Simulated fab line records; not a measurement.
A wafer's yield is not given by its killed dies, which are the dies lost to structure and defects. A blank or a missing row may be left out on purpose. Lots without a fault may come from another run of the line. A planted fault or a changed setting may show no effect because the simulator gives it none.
Matching of chambers	flow nandHarc	rieDiel-06 running NHARC_A_CHANNEL_HOLE_D1_ETCH_38: 4 sister chambers
The step etches the open film in CF4, target depth 39 nm, time 65 s. 8 wafers are shown with their chamber, then 9 later ones without.

== WAFERS, EACH WITH ITS CHAMBER ==
wafer	chamber	drypumpMotorCurrentA (A)	oesProductAu (a.u.)
L077.5	0	6.1	1.003
L079.1	0	6.1	1.009
L080.5	2	4.7	1.004
L084.1	3	5.5	1.000
L084.2	2	4.8	1.007
L089.3	3	5.5	0.987
L089.4	1	5.7	1.013
L089.6	1	5.7	1.007

== WAFERS WHOSE CHAMBER IS MISSING ==
wafer	drypumpMotorCurrentA (A)	oesProductAu (a.u.)
L093.1	5.7	1.012
L093.3	4.7	1.006
L093.4	6.1	1.001
L095.4	4.7	1.002
L095.5	5.7	1.014
L095.6	6.1	0.999
L096.2	6.1	0.996
L096.3	5.5	1.002
L096.6	5.7	1.013

== THE CHAMBER EACH PASSED THROUGH ==
wafer	from the rows above	in truth
L093.1	1	1
L093.3	2	2
L093.4	0	0
L095.4	2	2
L095.5	1	1
L095.6	0	0
L096.2	0	0
L096.3	3	3
L096.6	1	1
Correctly placed: 9 of 9. Can't be placed from these rows: 0. Placed wrongly: 0.
How it was worked out, from the rows above alone: a wafer's distance from a chamber is the root of the sum, over the readings, of the square of ((its reading less the chamber's mean) divided by the reading's scatter). The wafer belongs to the nearest chamber; if the next one is less than 2 further off, it can't be placed. A chamber's mean is the mean of its shown wafers. The scatter is the square root of a quotient: the sum, over the shown wafers, of each reading's squared deviation from its chamber's mean, divided by wafers minus chambers.
